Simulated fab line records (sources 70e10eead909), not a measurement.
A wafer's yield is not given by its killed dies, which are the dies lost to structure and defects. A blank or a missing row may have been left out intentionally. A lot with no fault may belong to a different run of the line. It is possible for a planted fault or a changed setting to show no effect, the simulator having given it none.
fab line records	flow nand_harc	part 1 of 2: steps 1 to 24 of 37
record lots=5	wafers=15	last_day=33
route steps=1302 shown P_ZERO_WELL@3
lots that met no fault: from a run of the same line without faults
start_h: the number of hours between the record's first day and the start of the first shown wafer of the lot	wait_h: hours since the lot's step before	" identical to the entry in the row above	L1.1+2: several wafers, shown together as one row	- no value present, or no start provided	* or withheld: withheld	< > ~ a bound
route shown NAME@n: NAME is a module with steps in the file, n the number in the route of the first one	usual: the fault-free wafers' mean and standard deviation	same: alike in all rows	chamber/n: place in a boat	sites: readings site by site	_std_site: the values' standard deviation	_edge_site: the outer-site mean with the inner-site mean subtracted	radius_mm: for every site, how far away it sits from the centre of the wafer	mask NAME#n: copy n	behind: the most recent tool/chamber to have shaped the wafer	hold: the reason the lot was held/the length of the hold in hours/how it ended	device: the transistor (n, p or np) that didn't switch	end of line: the tests these same wafers got at the end of their route	a step with no rows: only its recipe	killed: the dies lost at the first sort to structure and to defects; this is not the yield of the wafer	map: shows each die of a wafer: x if killed, . if not, _ if none is there
set.NAME: the run value of the setting; set.NAME@STEP: its run value at that earlier step	model.NAME: the simulator's own value behind a step, which no gauge read
lots at selected steps of the route; one table per step, one row per wafer
services: the hour from which a tool's chamber was out of use, counted from the record's first day as start_h (under 0 if before that day), plus the number of hours and why
## steps
# step NHARC_P_ZERO_WELL_SRD_01
lot.wafer	tool	chamber	start_h	wait_h
L079.3+6+4	wet_bench-09	2,3,6	-	-
L086.1+2+4	wet_bench-02	7,0,3	-	-
L094.5+3+4	wet_bench-02	7,0,2	-	-
L096.2+1+6	wet_bench-02	7,1,2	-	-
L097.6+2+1	wet_bench-01	2,4,6	-	-
# step NHARC_P_ZERO_WELL_PECVD_02
# recipe target_thk_a=100	temp_c=400	pressure_torr=6.5	rf_w=withheld	teos_flow_sccm=withheld	flow_sccm=2650	target_thk_nm=10	gas=O2	material=SiO2
lot.wafer	tool	chamber	start_h	wait_h
L079.3+6+4	pecvd-03	2,0,1	70.45	-
L086.2+1+4	pecvd-04	1,0,2	140.45	-
L094.3+5+4	pecvd-03	0,0,2	220.44	-
L096.2+1+6	pecvd-01	2,0,2	240.45	-
L097.1+2+6	pecvd-03	2,0,1	250.45	-
# step NHARC_P_ZERO_WELL_DEHYDRATE_03
# recipe temp_c=150	time_s=120
# usual exhaust_pa=44.9/0.84
lot.wafer	tool	chamber	start_h	wait_h	exhaust_pa
L079.3	litho_track-05	0	70.80	-	44.3
L079.4	"	0	"	"	45.4
L079.6	"	0	"	"	45.3
L086.1	litho_track-07	0	140.80	-	43.8
L086.2	"	0	"	"	44.2
L086.4	"	0	"	"	42.9
L094.3	litho_track-05	0	220.79	-	44.8
L094.4	"	0	"	"	44.3
L094.5	"	0	"	"	44.4
L096.1	litho_track-07	0	240.80	-	45.5
L096.2	"	0	"	"	45.4
L096.6	"	0	"	"	47.8
L097.1	litho_track-03	0	250.80	-	44.6
L097.2	"	0	"	"	45.0
L097.6	"	0	"	"	43.9
# step NHARC_P_ZERO_WELL_HMDS_04
# recipe time_s=30
# usual exhaust_pa=44.8/0.94
lot.wafer	tool	chamber	start_h	wait_h	exhaust_pa
L079.3	litho_track-05	0	-	-	44.1
L079.4	"	0	"	"	44.4
L079.6	"	0	"	"	45.6
L086.1	litho_track-07	0	-	-	45.6
L086.2	"	0	"	"	44.4
L086.4	"	0	"	"	44.7
L094.3	litho_track-05	0	-	-	46.5
L094.4	"	0	"	"	44.5
L094.5	"	0	"	"	45.4
L096.1	litho_track-07	0	-	-	46.1
L096.2	"	0	"	"	45.8
L096.6	"	0	"	"	45.9
L097.1	litho_track-03	0	-	-	45.2
L097.2	"	0	"	"	44.4
L097.6	"	0	"	"	44.1
# step NHARC_P_ZERO_WELL_COAT_64
# recipe temp_c=200	time_s=65
# usual exhaust_pa=45.1/0.85
lot.wafer	tool	chamber	start_h	wait_h	exhaust_pa
L079.3	litho_track-05	0	-	-	44.7
L079.4	"	0	"	"	45.9
L079.6	"	0	"	"	46.6
L086.1	litho_track-07	0	-	-	45.3
L086.2	"	0	"	"	45.7
L086.4	"	0	"	"	45.8
L094.3	litho_track-05	0	-	-	44.1
L094.4	"	0	"	"	45.9
L094.5	"	0	"	"	44.9
L096.1	litho_track-07	0	-	-	44.0
L096.2	"	0	"	"	44.4
L096.6	"	0	"	"	43.2
L097.1	litho_track-03	0	-	-	44.4
L097.2	"	0	"	"	44.6
L097.6	"	0	"	"	44.3
# step NHARC_P_ZERO_WELL_COAT_05
# recipe spin_rpm=2000	resist_thk_nm=600
# usual exhaust_pa=45.2/0.87
lot.wafer	tool	chamber	start_h	wait_h	exhaust_pa
L079.3	litho_track-05	0	-	-	45.2
L079.4	"	0	"	"	45.1
L079.6	"	0	"	"	46.0
L086.1	litho_track-07	0	-	-	46.3
L086.2	"	0	"	"	45.6
L086.4	"	0	"	"	45.0
L094.3	litho_track-05	0	-	-	45.3
L094.4	"	0	"	"	44.7
L094.5	"	0	"	"	43.9
L096.1	litho_track-07	0	-	-	46.9
L096.2	"	0	"	"	45.0
L096.6	"	0	"	"	43.8
L097.1	litho_track-03	0	-	-	45.3
L097.2	"	0	"	"	43.7
L097.6	"	0	"	"	43.8
# step NHARC_P_ZERO_WELL_SOFTBAKE_06
# recipe temp_c=125	time_s=70
# usual exhaust_pa=45.0/0.9
lot.wafer	tool	chamber	start_h	wait_h	exhaust_pa
L079.3	litho_track-05	0	-	-	45.7
L079.4	"	0	"	"	45.9
L079.6	"	0	"	"	46.0
L086.1	litho_track-07	0	-	-	45.5
L086.2	"	0	"	"	44.3
L086.4	"	0	"	"	44.4
L094.3	litho_track-05	0	-	-	45.0
L094.4	"	0	"	"	45.8
L094.5	"	0	"	"	43.9
L096.1	litho_track-07	0	-	-	44.5
L096.2	"	0	"	"	44.5
L096.6	"	0	"	"	44.4
L097.1	litho_track-03	0	-	-	46.2
L097.2	"	0	"	"	45.1
L097.6	"	0	"	"	44.5
# step NHARC_P_ZERO_WELL_EBR_07
# usual exhaust_pa=45.1/0.92
lot.wafer	tool	chamber	start_h	wait_h	exhaust_pa
L079.3	litho_track-05	0	-	-	45.0
L079.4	"	0	"	"	46.6
L079.6	"	0	"	"	45.0
L086.1	litho_track-07	0	-	-	45.5
L086.2	"	0	"	"	45.3
L086.4	"	0	"	"	45.0
L094.3	litho_track-05	0	-	-	46.0
L094.4	"	0	"	"	45.8
L094.5	"	0	"	"	45.7
L096.1	litho_track-07	0	-	-	45.9
L096.2	"	0	"	"	46.1
L096.6	"	0	"	"	44.9
L097.1	litho_track-03	0	-	-	45.8
L097.2	"	0	"	"	46.5
L097.6	"	0	"	"	46.4
# step NHARC_P_ZERO_WELL_EXPOSE_08
# recipe na=0.55	target_cd_nm=500	dose_mj=33.8	mask_id=P_ZERO
# usual reticle_temp_C=22.99/0.11
# same na=0.55
lot.wafer	tool	chamber	start_h	wait_h	mask	reticle_temp_C
L079.3	krf_scanner-02	0	71.10	-	P_ZERO#0	23.01
L079.4	"	0	"	"	P_ZERO#0	23.00
L079.6	"	0	"	"	P_ZERO#0	22.92
L086.1	krf_scanner-02	0	141.09	-	P_ZERO#0	23.09
L086.2	"	0	"	"	P_ZERO#0	23.04
L086.4	"	0	"	"	P_ZERO#0	22.98
L094.3	krf_scanner-01	0	221.09	-	P_ZERO#0	23.06
L094.4	"	0	"	"	P_ZERO#0	23.08
L094.5	"	0	"	"	P_ZERO#0	22.81
L096.1	krf_scanner-01	0	241.09	-	P_ZERO#0	22.90
L096.2	"	0	"	"	P_ZERO#0	22.92
L096.6	"	0	"	"	P_ZERO#0	23.16
L097.1	krf_scanner-01	0	250.96	-	P_ZERO#0	22.91
L097.2	"	0	"	"	P_ZERO#0	22.91
L097.6	"	0	"	"	P_ZERO#0	22.92
# step NHARC_P_ZERO_WELL_PEB_09
# recipe peb_temp_c=128	peb_time_s=80
# usual exhaust_pa=45.0/0.89
lot.wafer	tool	chamber	start_h	wait_h	exhaust_pa
L079.3	litho_track-03	0	71.16	0.1	44.5
L079.4	"	0	"	"	43.7
L079.6	"	0	"	"	45.3
L086.1	litho_track-03	0	141.15	0.1	45.0
L086.2	"	0	"	"	43.8
L086.4	"	0	"	"	44.7
L094.3	litho_track-03	0	221.15	0.1	45.9
L094.4	"	0	"	"	45.4
L094.5	"	0	"	"	45.2
L096.1	litho_track-05	0	241.15	0.1	45.1
L096.2	"	0	"	"	44.9
L096.6	"	0	"	"	43.6
L097.1	litho_track-03	0	251.03	0.1	44.9
L097.2	"	0	"	"	45.2
L097.6	"	0	"	"	43.6
# step NHARC_P_ZERO_WELL_DEVELOP_10
# recipe time_s=50	dev_temp_c=22
# usual exhaust_pa=45.0/0.9
lot.wafer	tool	chamber	start_h	wait_h	exhaust_pa
L079.3	litho_track-03	0	-	-	45.0
L079.4	"	0	"	"	44.5
L079.6	"	0	"	"	44.3
L086.1	litho_track-03	0	-	-	44.6
L086.2	"	0	"	"	44.9
L086.4	"	0	"	"	45.1
L094.3	litho_track-03	0	-	-	44.1
L094.4	"	0	"	"	45.8
L094.5	"	0	"	"	43.8
L096.1	litho_track-05	0	-	-	47.1
L096.2	"	0	"	"	45.0
L096.6	"	0	"	"	46.2
L097.1	litho_track-03	0	-	-	45.8
L097.2	"	0	"	"	45.0
L097.6	"	0	"	"	44.8
# step NHARC_P_ZERO_WELL_CD_MEAS_11
# recipe target_cd_nm=500	landing_energy_ev=500
# usual cd_nm=500.1/2.1
lot.wafer	tool	chamber	start_h	wait_h	cd_nm
L079.3	cd_sem-03	0	71.25	-	499.3
L079.4	"	0	"	"	501.2
L079.6	"	0	"	"	501.4
L086.1	cd_sem-03	0	141.24	-	500.6
L086.2	"	0	"	"	499.2
L086.4	"	0	"	"	497.9
L094.3	cd_sem-03	0	221.24	-	503.0
L094.4	"	0	"	"	502.7
L094.5	"	0	"	"	499.9
L096.1	cd_sem-02	0	241.24	-	498.9
L096.2	"	0	"	"	499.3
L096.6	"	0	"	"	500.8
L097.1	cd_sem-03	0	251.11	-	500.0
L097.2	"	0	"	"	501.6
L097.6	"	0	"	"	504.2
# step NHARC_P_ZERO_WELL_HARDBAKE_12
# recipe temp_c=118	time_s=65
# usual exhaust_pa=44.8/0.86
lot.wafer	tool	chamber	start_h	wait_h	exhaust_pa
L079.3	litho_track-05	0	71.33	-	45.7
L079.4	"	0	"	"	47.6
L079.6	"	0	"	"	45.0
L086.1	litho_track-07	0	141.32	-	44.9
L086.2	"	0	"	"	45.4
L086.4	"	0	"	"	45.1
L094.3	litho_track-03	0	221.32	-	44.5
L094.4	"	0	"	"	44.3
L094.5	"	0	"	"	45.3
L096.1	litho_track-03	0	241.32	-	44.1
L096.2	"	0	"	"	45.7
L096.6	"	0	"	"	43.7
L097.1	litho_track-03	0	251.19	-	44.9
L097.2	"	0	"	"	47.2
L097.6	"	0	"	"	45.2
# step NHARC_P_ZERO_WELL_DESCUM_13
# recipe time_s=3	o2_flow_sccm=200	ar_flow_sccm=0	bias_power_w=0	chemistry=O2
# usual drypump_motor_current_A=5.8/0.43	oes_product_au=0.999/0.01	rf_vpp_V=57.8/0.85	showerhead_plenum_p_Torr=1.93/0.076	throttle_valve_pct=11.312/0.0085
lot.wafer	tool	chamber	start_h	wait_h	drypump_motor_current_A	oes_product_au	rf_hours_counter_h	rf_vpp_V	showerhead_plenum_p_Torr	throttle_valve_pct
L079.4	rie_diel-13	1	71.40	-	5.4	0.975	22	58.2	2.07	11.310
L079.3	"	3	"	"	6.3	0.997	19	58.4	1.98	11.310
L079.6	"	1	"	"	5.3	0.985	-	57.7	2.07	11.326
L086.1	rie_diel-07	0	141.40	-	5.8	1.001	4	57.9	1.88	11.308
L086.2	"	1	"	"	6.6	1.018	6	58.1	2.02	11.306
L086.4	"	2	"	"	5.9	1.014	6	57.4	1.88	11.318
L094.4	rie_diel-13	1	221.40	-	5.3	0.985	13	58.8	2.05	11.323
L094.3	"	3	"	"	6.3	1.009	10	57.4	1.97	11.310
L094.5	"	0	"	"	5.4	1.007	-	56.9	1.97	11.319
L096.1	rie_diel-03	3	241.41	-	6.0	1.009	40	58.8	1.94	11.316
L096.2	"	1	"	"	5.1	1.013	44	57.9	1.92	11.314
L096.6	"	3	"	"	6.0	1.015	-	57.3	1.94	11.283
L097.2	rie_diel-13	2	251.28	-	5.7	0.996	20	56.3	1.90	11.318
L097.1	"	3	"	"	6.3	0.990	20	58.4	1.96	11.308
L097.6	"	1	"	"	5.3	0.982	-	58.0	2.05	11.303
# step NHARC_P_ZERO_WELL_ETCH_65
# recipe target_depth_a=800	overetch_a=240	time_s=87.88	ion_energy_ev=200	n2_flow_sccm=150	h2_flow_sccm=150	ar_flow_sccm=0	rf_w=400	bias_w=150	chemistry=N2/H2
# usual drypump_motor_current_A=5.9/0.44	oes_product_au=1.000/0.0099	rf_vpp_V=430.8/2.5	showerhead_plenum_p_Torr=2.05/0.083	throttle_valve_pct=14.171/0.0089
lot.wafer	tool	chamber	start_h	wait_h	drypump_motor_current_A	oes_product_au	rf_hours_counter_h	rf_vpp_V	showerhead_plenum_p_Torr	throttle_valve_pct
L079.3	rie_diel-13	3	71.48	0.1	6.3	1.007	19	432.6	2.11	14.166
L079.4	"	1	"	"	5.3	0.982	22	435.4	2.21	14.159
L079.6	"	0	"	"	5.4	0.985	-	431.8	2.12	14.179
L086.2	rie_diel-07	1	141.48	0.1	6.6	1.012	6	433.1	2.15	14.174
L086.4	"	3	"	"	5.7	0.992	4	427.4	1.91	14.190
L086.1	"	0	"	"	5.8	0.995	4	427.6	2.00	14.173
L094.3	rie_diel-13	1	221.47	0.1	5.4	0.996	13	434.8	2.19	14.173
L094.4	"	3	"	"	6.3	0.997	10	431.9	2.10	14.180
L094.5	"	1	"	"	5.4	0.994	-	435.4	2.19	14.172
L096.1	rie_diel-03	3	241.50	0.1	6.0	1.006	40	429.8	2.07	14.180
L096.2	"	2	"	"	6.2	1.017	46	430.5	2.03	14.187
L096.6	"	2	"	"	6.2	1.014	-	430.7	2.03	14.185
L097.1	rie_diel-13	0	251.36	0.1	5.4	1.003	25	432.1	2.10	14.183
L097.2	"	1	"	"	5.3	0.999	23	435.3	2.19	14.177
L097.6	"	0	"	"	5.4	1.014	-	431.7	2.10	14.167
# step NHARC_P_ZERO_WELL_ETCH_62
# recipe target_depth_a=130	time_s=6.5	chf3_flow_sccm=50	ar_flow_sccm=200	rf_w=500	bias_w=200	chemistry=CHF3/Ar
# usual drypump_motor_current_A=5.9/0.42	oes_product_au=0.958/0.016	rf_vpp_V=370.8/2.2	showerhead_plenum_p_Torr=2.35/0.088	throttle_valve_pct=20.215/0.0085
lot.wafer	tool	chamber	start_h	wait_h	drypump_motor_current_A	oes_product_au	rf_hours_counter_h	rf_vpp_V	showerhead_plenum_p_Torr	throttle_valve_pct
L079.4	rie_diel-13	2	-	-	5.7	0.936	21	370.5	2.35	20.207
L079.3	"	3	"	"	6.3	0.929	19	372.4	2.42	20.218
L079.6	"	2	"	"	5.7	0.941	-	370.7	2.35	20.215
L086.1	rie_diel-07	0	-	-	5.7	0.951	4	372.5	2.31	20.221
L086.2	"	2	"	"	5.9	0.980	6	369.8	2.31	20.217
L086.4	"	3	"	"	5.7	0.970	4	366.9	2.20	20.204
L094.4	rie_diel-13	3	-	-	6.4	0.972	10	371.6	2.41	20.229
L094.3	"	0	"	"	5.3	0.953	15	371.0	2.41	20.213
L094.5	"	2	"	"	5.8	0.966	-	370.1	2.33	20.220
L096.1	rie_diel-03	2	-	-	6.3	0.977	46	371.2	2.33	20.218
L096.2	"	3	"	"	6.0	0.972	40	372.5	2.37	20.223
L096.6	"	2	"	"	6.2	0.985	-	371.0	2.33	20.217
L097.1	rie_diel-13	2	-	-	5.7	0.950	20	370.4	2.33	20.227
L097.2	"	1	"	"	5.3	0.960	23	374.0	2.50	20.209
L097.6	"	3	"	"	6.3	0.985	-	371.2	2.40	20.220
# step NHARC_P_ZERO_WELL_ETCH_63
# recipe target_depth_a=1200	time_s=40.1	hbr_flow_sccm=150	cl2_flow_sccm=50	rf_w=400	icp_w=400	bias_w=100	chemistry=HBr/Cl2
# usual drypump_motor_current_A=5.8/0.34	oes_product_au=1.004/0.0091	throttle_valve_pct=26.406/0.0082
lot.wafer	tool	chamber	start_h	wait_h	drypump_motor_current_A	oes_product_au	rf_hours_counter_h	throttle_valve_pct
L079.4	rie_si-04	1	71.66	-	5.9	1.016	0.6	26.395
L079.3	"	0	"	"	6.1	1.026	0.4	26.408
L079.6	"	2	"	"	5.9	1.002	-	26.398
L086.1	rie_si-03	2	141.67	-	5.1	1.006	0.5	26.410
L086.2	"	3	"	"	5.8	0.989	0.5	26.404
L086.4	"	0	"	"	6.0	0.995	0.6	26.411
L094.4	rie_si-01	1	221.66	-	6.2	1.006	0.1	26.390
L094.3	"	3	"	"	5.4	0.997	0.1	26.400
L094.5	"	1	"	"	6.2	1.009	-	26.401
L096.1	rie_si-01	3	241.70	-	5.4	1.002	0.3	26.399
L096.2	"	0	"	"	5.3	1.004	0.3	26.400
L096.6	"	3	"	"	5.4	0.986	-	26.398
L097.2	rie_si-03	2	251.54	-	5.1	0.987	0.1	26.418
L097.1	"	0	"	"	6.0	1.007	0.2	26.418
L097.6	"	2	"	"	5.1	1.017	-	26.423
# step NHARC_P_ZERO_WELL_STRIP_15
# recipe time_s=900	temp_c=130	chemistry=SPM
lot.wafer	tool	chamber	start_h	wait_h
L079.4+3+6	wet_bench-09	1,2,3	71.82	-
L086.1+2+4	wet_bench-09	3,7,0	141.81	-
L094.5+3+4	wet_bench-01	2,4,5	221.81	-
L096.1+6+2	wet_bench-09	6,0,1	241.84	-
L097.6+1+2	wet_bench-09	3,4,5	251.68	-
# step NHARC_P_ZERO_WELL_DEHYDRATE_16
# recipe temp_c=150	time_s=120
# usual exhaust_pa=45.0/0.97
lot.wafer	tool	chamber	start_h	wait_h	exhaust_pa
L079.3	litho_track-07	0	72.16	-	44.3
L079.4	"	0	"	"	45.1
L079.6	"	0	"	"	45.4
L086.1	litho_track-05	0	142.16	-	46.1
L086.2	"	0	"	"	45.3
L086.4	"	0	"	"	46.7
L094.3	litho_track-05	0	222.15	-	44.8
L094.4	"	0	"	"	43.9
L094.5	"	0	"	"	43.0
L096.1	litho_track-07	0	242.24	-	45.0
L096.2	"	0	"	"	43.7
L096.6	"	0	"	"	44.7
L097.1	litho_track-03	0	252.03	-	43.9
L097.2	"	0	"	"	44.7
L097.6	"	0	"	"	43.9
# step NHARC_P_ZERO_WELL_HMDS_17
# recipe time_s=30
# usual exhaust_pa=45.0/0.9
lot.wafer	tool	chamber	start_h	wait_h	exhaust_pa
L079.3	litho_track-07	0	-	-	44.6
L079.4	"	0	"	"	44.6
L079.6	"	0	"	"	44.4
L086.1	litho_track-05	0	-	-	45.0
L086.2	"	0	"	"	44.9
L086.4	"	0	"	"	45.2
L094.3	litho_track-05	0	-	-	45.1
L094.4	"	0	"	"	44.9
L094.5	"	0	"	"	46.2
L096.1	litho_track-07	0	-	-	45.1
L096.2	"	0	"	"	46.0
L096.6	"	0	"	"	44.5
L097.1	litho_track-03	0	-	-	45.5
L097.2	"	0	"	"	46.1
L097.6	"	0	"	"	44.3
# step NHARC_P_ZERO_WELL_COAT_18
# recipe spin_rpm=withheld
# usual exhaust_pa=45.0/0.84
lot.wafer	tool	chamber	start_h	wait_h	exhaust_pa
L079.3	litho_track-07	0	-	-	45.8
L079.4	"	0	"	"	45.1
L079.6	"	0	"	"	44.5
L086.1	litho_track-05	0	-	-	45.1
L086.2	"	0	"	"	47.0
L086.4	"	0	"	"	45.8
L094.3	litho_track-05	0	-	-	46.3
L094.4	"	0	"	"	45.9
L094.5	"	0	"	"	46.1
L096.1	litho_track-07	0	-	-	44.0
L096.2	"	0	"	"	43.9
L096.6	"	0	"	"	45.7
L097.1	litho_track-03	0	-	-	44.5
L097.2	"	0	"	"	45.2
L097.6	"	0	"	"	45.1
# step NHARC_P_ZERO_WELL_SOFTBAKE_19
# recipe temp_c=122	time_s=95
# usual exhaust_pa=45.1/1.1
lot.wafer	tool	chamber	start_h	wait_h	exhaust_pa
L079.3	litho_track-07	0	-	-	44.3
L079.4	"	0	"	"	44.0
L079.6	"	0	"	"	43.0
L086.1	litho_track-05	0	-	-	43.0
L086.2	"	0	"	"	44.7
L086.4	"	0	"	"	44.7
L094.3	litho_track-05	0	-	-	44.7
L094.4	"	0	"	"	47.4
L094.5	"	0	"	"	45.0
L096.1	litho_track-07	0	-	-	46.3
L096.2	"	0	"	"	44.5
L096.6	"	0	"	"	44.5
L097.1	litho_track-03	0	-	-	45.2
L097.2	"	0	"	"	44.8
L097.6	"	0	"	"	44.7
# step NHARC_P_ZERO_WELL_EBR_20
# usual exhaust_pa=45.2/0.96
lot.wafer	tool	chamber	start_h	wait_h	exhaust_pa
L079.3	litho_track-07	0	-	-	45.8
L079.4	"	0	"	"	46.3
L079.6	"	0	"	"	46.4
L086.1	litho_track-05	0	-	-	45.6
L086.2	"	0	"	"	45.1
L086.4	"	0	"	"	45.5
L094.3	litho_track-05	0	-	-	45.7
L094.4	"	0	"	"	44.9
L094.5	"	0	"	"	46.2
L096.1	litho_track-07	0	-	-	46.3
L096.2	"	0	"	"	45.3
L096.6	"	0	"	"	46.2
L097.1	litho_track-03	0	-	-	44.8
L097.2	"	0	"	"	45.2
L097.6	"	0	"	"	45.6
# step NHARC_P_ZERO_WELL_EXPOSE_21
# recipe na=0.6	target_cd_nm=720	dose_mj=22.31	mask_id=P_NWELL
# usual reticle_temp_C=22.98/0.085
# same na=0.6
lot.wafer	tool	chamber	start_h	wait_h	mask	reticle_temp_C
L079.3	krf_scanner-01	0	72.44	-	P_NWELL#0	22.96
L079.4	"	0	"	"	P_NWELL#0	22.89
L079.6	"	0	"	"	P_NWELL#0	22.84
L086.1	krf_scanner-04	0	142.42	-	P_NWELL#0	22.86
L086.2	"	0	"	"	P_NWELL#0	22.98
L086.4	"	0	"	"	P_NWELL#0	22.98
L094.3	krf_scanner-02	0	222.43	-	P_NWELL#0	22.99
L094.4	"	0	"	"	P_NWELL#0	22.96
L094.5	"	0	"	"	P_NWELL#0	23.01
L096.1	krf_scanner-04	0	242.40	-	P_NWELL#0	22.99
L096.2	"	0	"	"	P_NWELL#0	22.84
L096.6	"	0	"	"	P_NWELL#0	22.90
L097.1	krf_scanner-04	0	252.17	-	P_NWELL#0	23.09
L097.2	"	0	"	"	P_NWELL#0	22.80
L097.6	"	0	"	"	P_NWELL#0	22.97
